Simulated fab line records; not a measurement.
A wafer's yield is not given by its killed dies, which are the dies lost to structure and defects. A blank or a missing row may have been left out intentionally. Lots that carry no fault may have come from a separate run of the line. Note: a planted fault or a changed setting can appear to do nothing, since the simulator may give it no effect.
fab line records    flow nand_harc
record lots=6  wafers=18  last_day=32
route steps=1302 shown P_GATE@171 END@1302
lots that met no fault: from a run of the same line without faults
start_h: the number of hours between the record's first day and the start of the first shown wafer of the lot    wait_h: hours from the lot's prior step to this one    " as in the row above    L1.1+2: one row covering several wafers at once    - value missing, or start not given    * or withheld: withheld    < > ~ a bound
route shown NAME@n: a module of which the file shows steps, and the number in the route of the first    usual: the fault-free wafers' mean and standard deviation    same: alike in all rows    chamber/n: place in a boat    sites: readings site by site    _std_site: standard deviation across them    _edge_site: mean of outer sites minus mean of inner sites    radius_mm: for every site, how far away it sits from the centre of the wafer    mask NAME#n: copy n    behind: the most recent tool/chamber to have shaped the wafer    hold: why the lot went on hold/how many hours it stayed there/how the hold came to an end    device: whichever transistor did not switch (one of n, p or np)    end of line: the route-end tests of the same wafers    for a step that has no rows: nothing shown but its recipe    killed: count of dies lost to structure and defects at first sort (not the wafer's yield)    map: the dies of a wafer, with x for killed, . for not killed, _ for no die there
set.NAME: the setting as run; set.NAME@STEP: as run at that earlier step    model.NAME: the simulator's own value behind a step, which no gauge read
a table for each step, a row for each wafer; lots at some steps of the route
services: when a tool's chamber went out of use (start_h, in hours from the record's first day, below 0 if earlier), for how many hours, and the reason
## steps
# step NHARC_P_GATE_HARDBAKE_47
# recipe temp_c=125  time_s=80
# step NHARC_P_GATE_DESCUM_48
# recipe time_s=3  o2_flow_sccm=200  ar_flow_sccm=0  bias_power_w=0  chemistry=O2
# usual drypump_motor_current_A=5.9/0.46  o2_flow_sccm=200.0/0.53  oes_product_au=1.004/0.0075  rf_vpp_V=57.9/0.87  showerhead_plenum_p_Torr=1.94/0.09  throttle_valve_pct=11.311/0.0094
lot.wafer  tool         chamber  start_h  wait_h  drypump_motor_current_A  o2_flow_sccm  oes_product_au  rf_hours_counter_h  rf_vpp_V  showerhead_plenum_p_Torr  throttle_valve_pct
L536.4     rie_diel-02  0        127.28   -       5.1                      199.8         0.995           4                   56.8      1.85                      11.319
L536.5     "            1        "        "       5.1                      200.7         1.002           -                   57.5      2.06                      11.294
L536.6     "            2        "        "       6.3                      200.8         1.001           -                   57.2      2.03                      11.311
L542.3     rie_diel-13  1        192.34   -       6.3                      200.6         1.007           0                   56.2      1.87                      11.316
L542.2     "            3        "        "       6.1                      200.7         1.019           1                   58.3      2.04                      11.316
L542.6     "            0        "        "       6.2                      199.9         0.995           -                   58.6      1.99                      11.296
L546.1     rie_diel-13  1        227.85   -       6.3                      200.1         1.004           2                   57.6      1.87                      11.305
L546.3     "            3        "        "       6.1                      200.3         1.016           3                   56.8      2.04                      11.310
L546.5     "            2        "        "       5.9                      200.2         1.002           -                   59.0      1.95                      11.320
L547.4     rie_diel-13  0        239.92   -       6.2                      200.3         0.995           3                   57.8      1.99                      11.315
L547.6     "            0        "        "       6.2                      200.1         1.008           -                   57.6      1.99                      11.313
L547.5     "            1        "        "       6.3                      200.3         1.004           -                   58.2      1.87                      11.309
L552.1     rie_diel-13  0        282.61   -       6.2                      199.2         1.004           6                   57.5      1.99                      11.328
L552.6     "            0        "        "       6.2                      200.4         1.006           -                   59.4      1.99                      11.333
L552.5     "            1        "        "       6.3                      199.4         0.997           -                   57.3      1.87                      11.302
L553.1     rie_diel-09  3        297.97   -       6.1                      199.5         1.008           11                  57.4      1.97                      11.311
L553.3     "            1        "        "       6.2                      199.6         1.010           13                  57.1      1.89                      11.304
L553.5     "            3        "        "       6.1                      199.8         1.026           -                   58.9      1.97                      11.298
# step NHARC_P_GATE_IMPLANT_49
# recipe energy_kev=30  dose_cm2=3e+15  tilt_deg=7
# step NHARC_P_GATE_STRIP_111
# recipe power_w=1500  temp_c=110  time_s=250  chemistry=N2/H2
# usual drypump_motor_current_A=5.4/0.35  heater_power_w=86/7
lot.wafer  tool             chamber  start_h  wait_h  drypump_motor_current_A  heater_power_w  rf_hours_counter_h
L536.4     plasma_asher-01  0        127.87   0.4     4.8                      81              -
L536.6     "                0        "        "       4.8                      80              -
L536.5     "                1        "        "       5.8                      79              -
L542.2     plasma_asher-02  1        192.74   0.2     5.5                      93              14
L542.3     "                0        "        "       5.6                      91              -
L542.6     "                1        "        "       5.5                      94              -
L546.1     plasma_asher-02  0        228.22   0.2     5.6                      90              20
L546.3     "                1        "        "       5.5                      92              -
L546.5     "                0        "        "       5.6                      91              -
L547.4     plasma_asher-01  1        240.47   0.3     5.8                      79              -
L547.5     "                0        "        "       4.8                      77              -
L547.6     "                1        "        "       5.8                      82              -
L552.1     plasma_asher-01  1        282.98   0.2     5.8                      81              23
L552.6     "                1        "        "       5.8                      81              -
L552.5     "                0        "        "       4.8                      76              -
L553.1     plasma_asher-01  0        298.39   0.2     4.8                      76              25
L553.3     "                0        "        "       4.8                      76              -
L553.5     "                0        "        "       4.8                      76              -
# step NHARC_P_GATE_STRIP_75
# recipe power_w=1500  temp_c=250  chemistry=O2
# usual drypump_motor_current_A=5.4/0.34  heater_power_w=324/27
lot.wafer  tool             chamber  start_h  wait_h  drypump_motor_current_A  heater_power_w  rf_hours_counter_h
L536.4     plasma_asher-01  0        128.09   0.2     4.8                      304             -
L536.6     "                0        "        "       4.8                      302             -
L536.5     "                1        "        "       5.8                      284             -
L542.2     plasma_asher-02  1        193.00   0.2     5.5                      342             15
L542.3     "                0        "        "       5.6                      330             -
L542.6     "                1        "        "       5.5                      353             -
L546.1     plasma_asher-02  0        228.52   0.2     5.6                      337             20
L546.3     "                1        "        "       5.5                      350             -
L546.5     "                0        "        "       5.6                      333             -
L547.4     plasma_asher-01  1        240.65   0.1     5.8                      303             -
L547.5     "                0        "        "       4.8                      287             -
L547.6     "                1        "        "       5.8                      304             -
L552.1     plasma_asher-01  1        283.28   0.3     5.8                      305             23
L552.6     "                1        "        "       5.8                      300             -
L552.5     "                0        "        "       4.8                      287             -
L553.1     plasma_asher-01  0        298.66   0.2     4.8                      278             26
L553.3     "                0        "        "       4.8                      283             -
L553.5     "                0        "        "       4.8                      286             -
# step NHARC_P_GATE_STRIP_50
# recipe time_s=900  temp_c=130  chemistry=SPM
# step NHARC_P_GATE_DEHYDRATE_51
# recipe temp_c=150  time_s=120
# step NHARC_P_GATE_HMDS_52
# recipe time_s=30
# step NHARC_P_GATE_COAT_53
# recipe spin_rpm=3000
# step NHARC_P_GATE_SOFTBAKE_54
# recipe temp_c=122  time_s=95
# step NHARC_P_GATE_EBR_55
# step NHARC_P_GATE_EXPOSE_56
# recipe na=0.6  target_cd_nm=720  dose_mj=14.81  mask_id=P_PSD
# step NHARC_P_GATE_PEB_57
# recipe peb_temp_c=118  peb_time_s=85
# usual heater_power_total_W=163.98/0.27  plate_temp_C=118.03/0.1
lot.wafer  tool            chamber  start_h  wait_h  heater_power_total_W  plate_temp_C
L536.4     litho_track-03  0        128.92   0.0     164.43                118.22
L536.5     "               0        "        "       163.88                117.95
L536.6     "               0        "        "       163.70                118.22
L542.2     litho_track-05  0        193.83   0.1     164.27                118.11
L542.3     "               0        "        "       163.78                117.96
L542.6     "               0        "        "       163.64                117.94
L546.1     litho_track-03  0        229.23   0.1     163.74                117.96
L546.3     "               0        "        "       164.03                117.98
L546.5     "               0        "        "       164.14                118.02
L547.4     litho_track-02  0        241.45   0.0     164.45                118.01
L547.5     "               0        "        "       163.87                118.08
L547.6     "               0        "        "       164.03                118.06
L552.1     litho_track-02  0        284.12   0.1     158.12                114.88
L552.5     "               0        "        "       158.23                114.79
L552.6     "               0        "        "       158.63                114.85
L553.1     litho_track-02  0        299.48   0.1     158.14                115.04
L553.3     "               0        "        "       158.02                115.06
L553.5     "               0        "        "       158.41                115.14
# step NHARC_P_GATE_DEVELOP_58
# recipe time_s=70
# step NHARC_P_GATE_CD_MEAS_59
# recipe target_cd_nm=720  landing_energy_ev=500
# usual cd_nm=720.2/1.5
lot.wafer  tool       chamber  start_h  wait_h  cd_nm
L536.4     cd_sem-03  0        129.01   -       721.3
L536.5     "          0        "        "       720.9
L536.6     "          0        "        "       721.3
L542.2     cd_sem-03  0        193.92   -       719.5
L542.3     "          0        "        "       720.3
L542.6     "          0        "        "       720.6
L546.1     cd_sem-02  0        229.32   -       721.9
L546.3     "          0        "        "       723.0
L546.5     "          0        "        "       721.3
L547.4     cd_sem-03  0        241.55   -       721.2
L547.5     "          0        "        "       720.6
L547.6     "          0        "        "       717.6
L552.1     cd_sem-02  0        284.21   -       714.5
L552.5     "          0        "        "       715.5
L552.6     "          0        "        "       712.4
L553.1     cd_sem-03  0        299.57   -       712.4
L553.3     "          0        "        "       712.4
L553.5     "          0        "        "       714.4
# step NHARC_P_GATE_HARDBAKE_60
# recipe temp_c=125  time_s=80
# step NHARC_END_SORT_01
# recipe temp_c=25
# usual killed_at_array=56/19  killed_at_other=1.0/1.5  killed_at_periphery=3.4/2.4  killed_dies=60/19  killed_open=3.3/1.8  killed_short=2.4/1.7
# same gross_dies=677
lot.wafer  tool       chamber  start_h  wait_h  killed_at_array  killed_at_other  killed_at_periphery  killed_dies  killed_open  killed_short
L536.4     prober-02  0        584.07   3.4     88               0                5                    93           4            3
L536.5     prober-02  0        584.86   3.7     74               0                4                    78           1            6
L536.6     prober-02  0        585.65   4.0     83               1                3                    87           4            4
L542.2     prober-01  0        653.47   2.8     58               0                10                   68           5            4
L542.3     prober-01  0        654.27   3.1     54               0                5                    59           7            1
L542.6     prober-01  0        656.69   4.0     50               1                10                   61           3            3
L546.1     prober-01  0        660.50   2.5     47               0                4                    51           4            1
L546.3     prober-01  0        662.08   3.1     41               2                4                    47           4            2
L546.5     prober-01  0        663.66   3.7     42               0                1                    43           1            3
L547.4     prober-01  0        698.49   3.4     97               1                3                    101          3            3
L547.5     prober-01  0        699.28   3.7     87               0                3                    90           1            1
L547.6     prober-01  0        700.08   4.0     88               2                4                    94           4            1
L553.1     prober-01  0        761.44   2.5     60               2                8                    70           5            5
L553.3     prober-01  0        763.04   3.1     64               2                1                    67           2            2
L553.5     prober-01  0        764.65   3.7     58               1                2                    61           4            0
# killed by level:class
L536.4 A_CHANNEL_HOLE_D1:chamber_film_flake=31 A_CHANNEL_HOLE_D2:chamber_film_flake=30 A_SLIT:chamber_film_flake=16 P_CONTACT:geometric_particle:open=2 P_GATE:chamber_film_flake=2 A_STAIRCASE:chamber_film_flake=2 A_WL_FILL:chamber_film_flake=2 A_CONTACT:chamber_film_flake=2
L536.5 A_CHANNEL_HOLE_D2:chamber_film_flake=29 A_CHANNEL_HOLE_D1:chamber_film_flake=18 A_SLIT:chamber_film_flake=14 A_STAIRCASE:chamber_film_flake=3 A_CONTACT:chamber_film_flake=3 P_CONTACT:geometric_particle:short=1 A_SOURCE_PLATE:geometric_particle:short=1 A_ONON_D1:geometric_particle:short=1
L536.6 A_CHANNEL_HOLE_D2:chamber_film_flake=30 A_CHANNEL_HOLE_D1:chamber_film_flake=18 A_SLIT:chamber_film_flake=18 A_CONTACT:chamber_film_flake=4 A_STAIRCASE:chamber_film_flake=3 A_CHANNEL_FILL_D1:geometric_particle:open=2 P_ZERO_WELL:chamber_film_flake=2 A_WL_FILL:chamber_film_flake=2
L542.2 A_CHANNEL_HOLE_D2:chamber_film_flake=35 A_CHANNEL_HOLE_D1:chamber_film_flake=6 P_GATE:chamber_film_flake=4 A_BLC:chamber_film_flake=4 P_BONDPAD:chamber_film_flake=3 A_WL_FILL:geometric_particle:open=2 P_M2:chamber_film_flake=2 P_CONTACT:geometric_particle:open=1
L542.3 A_CHANNEL_HOLE_D2:chamber_film_flake=37 A_CHANNEL_HOLE_D1:chamber_film_flake=5 P_M0:geometric_particle:open=3 A_CONTACT:chamber_film_flake=3 P_GATE:chamber_film_flake=2 A_CHANNEL_HOLE_D1:geometric_particle:open=1 A_CHANNEL_FILL_D2:geometric_particle:open=1 A_SGD_CUT:geometric_particle:short=1
L542.6 A_CHANNEL_HOLE_D2:chamber_film_flake=35 A_STAIRCASE:chamber_film_flake=4 A_CONTACT:chamber_film_flake=4 P_BONDPAD:chamber_film_flake=3 A_CHANNEL_HOLE_D1:chamber_film_flake=3 P_GATE:chamber_film_flake=2 P_GATE:geometric_particle:short=1 P_CONTACT:geometric_particle:open=1
L546.1 A_CHANNEL_HOLE_D1:chamber_film_flake=36 A_STAIRCASE:chamber_film_flake=4 A_CONTACT:chamber_film_flake=3 P_CONTACT:geometric_particle:open=2 P_GATE:geometric_particle:open=1 P_CONTACT:geometric_particle:short=1 A_M0:geometric_particle:open=1 A_DECK1_JOINT:chamber_film_flake=1
L546.3 A_CHANNEL_HOLE_D1:chamber_film_flake=23 A_DECK1_JOINT:chamber_film_flake=3 A_SLIT:chamber_film_flake=3 A_CONTACT:chamber_film_flake=3 P_GATE:geometric_particle:open=2 A_CHANNEL_HOLE_D2:chamber_film_flake=2 A_STAIRCASE:chamber_film_flake=2 P_GATE:geometric_particle:short=1
L546.5 A_CHANNEL_HOLE_D1:chamber_film_flake=26 A_WL_FILL:chamber_film_flake=4 A_SLIT:chamber_film_flake=2 A_STAIRCASE:chamber_film_flake=2 A_CONTACT:chamber_film_flake=2 A_ONON_D1:geometric_particle:short=1 A_CHANNEL_FILL_D1:geometric_particle:open=1 A_CHANNEL_FILL_D1:geometric_particle:short=1
L547.4 A_CHANNEL_HOLE_D1:chamber_film_flake=30 A_SLIT:chamber_film_flake=28 A_CHANNEL_HOLE_D2:chamber_film_flake=15 A_CONTACT:chamber_film_flake=14 A_STAIRCASE:chamber_film_flake=4 P_M1:chamber_film_flake=2 A_DECK1_JOINT:geometric_particle:open=1 A_DECK1_JOINT:geometric_particle:short=1
L547.5 A_CHANNEL_HOLE_D1:chamber_film_flake=34 A_SLIT:chamber_film_flake=22 A_CHANNEL_HOLE_D2:chamber_film_flake=14 A_CONTACT:chamber_film_flake=11 A_STAIRCASE:chamber_film_flake=4 P_ZERO_WELL:chamber_film_flake=2 A_ONON_D1:geometric_particle:short=1 A_ONON_D1:geometric_particle:open=1
L547.6 A_CHANNEL_HOLE_D1:chamber_film_flake=30 A_SLIT:chamber_film_flake=23 A_CHANNEL_HOLE_D2:chamber_film_flake=16 A_CONTACT:chamber_film_flake=11 A_STAIRCASE:chamber_film_flake=4 THIN_TSV:chamber_film_flake=2 P_GATE:geometric_particle:open=1 P_M1:geometric_particle:open=1
L553.1 A_CHANNEL_HOLE_D1:chamber_film_flake=28 A_CHANNEL_HOLE_D2:chamber_film_flake=21 P_M1:geometric_particle:open=2 A_SGD_CUT:geometric_particle:short=2 P_STI:chamber_film_flake=2 P_CONTACT:chamber_film_flake=2 A_SLIT:chamber_film_flake=2 THIN_TSV:chamber_film_flake=2
L553.3 A_CHANNEL_HOLE_D1:chamber_film_flake=32 A_CHANNEL_HOLE_D2:chamber_film_flake=17 A_CONTACT:chamber_film_flake=5 A_STAIRCASE:chamber_film_flake=3 A_ONON_D1:geometric_particle:short=2 A_SLIT:chamber_film_flake=2 THIN_TSV:chamber_film_flake=2 A_CHANNEL_FILL_D1:geometric_particle:open=1
L553.5 A_CHANNEL_HOLE_D1:chamber_film_flake=26 A_CHANNEL_HOLE_D2:chamber_film_flake=19 A_SLIT:chamber_film_flake=6 A_WL_FILL:geometric_particle:open=2 P_M0:geometric_particle:open=1 A_ONON_D1:geometric_particle:open=1 P_GATE:chamber_film_flake=1 A_DECK1_JOINT:chamber_film_flake=1
## services
tool             chamber  start_h  hours  kind
rie_diel-13      0        119.65   -      clean
rie_diel-13      1        119.65   -      clean
rie_diel-13      2        119.65   -      clean
rie_diel-13      3        119.65   -      clean
litho_track-05   -        124.00   7.0    pm
rie_diel-09      1        127.52   2.6    repair
plasma_asher-02  -        130.93   9.0    pm
plasma_asher-02  0        130.93   9.0    vent_cycle
plasma_asher-02  1        130.93   9.0    vent_cycle
rie_diel-09      -        143.10   9.0    pm
rie_diel-13      3        156.05   14.0   repair
rie_diel-13      -        165.00   9.0    pm
plasma_asher-01  -        165.19   9.0    pm
plasma_asher-01  0        165.19   9.0    vent_cycle
plasma_asher-01  1        165.19   9.0    vent_cycle
plasma_asher-01  0        174.19   -      clean
plasma_asher-01  1        174.19   -      clean
rie_diel-09      -        209.94   1.5    repair
rie_diel-02      -        213.62   30.7   repair
litho_track-02   -        227.00   7.0    pm
rie_diel-13      3        255.16   5.2    repair
litho_track-03   -        275.00   7.0    pm
rie_diel-02      3        296.95   2.6    repair
litho_track-05   -        299.00   7.0    pm
## key
first_sign step=NHARC_P_GATE_PEB_57  reading=plate_temp_C  direction=down  sigmas=30  usual=*  struck=*
effect step=NHARC_P_GATE_PEB_57  reading=heater_power_total_W  direction=down  sigmas=21  usual=*  struck=*
effect step=NHARC_P_GATE_CD_MEAS_59  reading=cd_nm  direction=down  sigmas=4.4  usual=720.2  struck=713.6
met_at NHARC_P_GATE_PEB_57
struck_wafers L552.1,L552.5,L552.6,L553.1,L553.3,L553.5
tester_left_out L552,L553
onset_between 241.45 284.12
fault kind=process_parameter_drift  tool=litho_track-02  chamber=-  onset_h=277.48  steps=NHARC_P_GATE_PEB_57  channel=peb_temp_c  offset=*  shape=step  end_h=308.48  acts_in=*  stated=*
# tester_left_out: of these lots the tester's yield and bins aren't shown, on N5 and GAA mostly nor the transistor test; their killed dies are dies lost to structure and defects alone, not to doping, threshold or leakage, so they don't give the yield
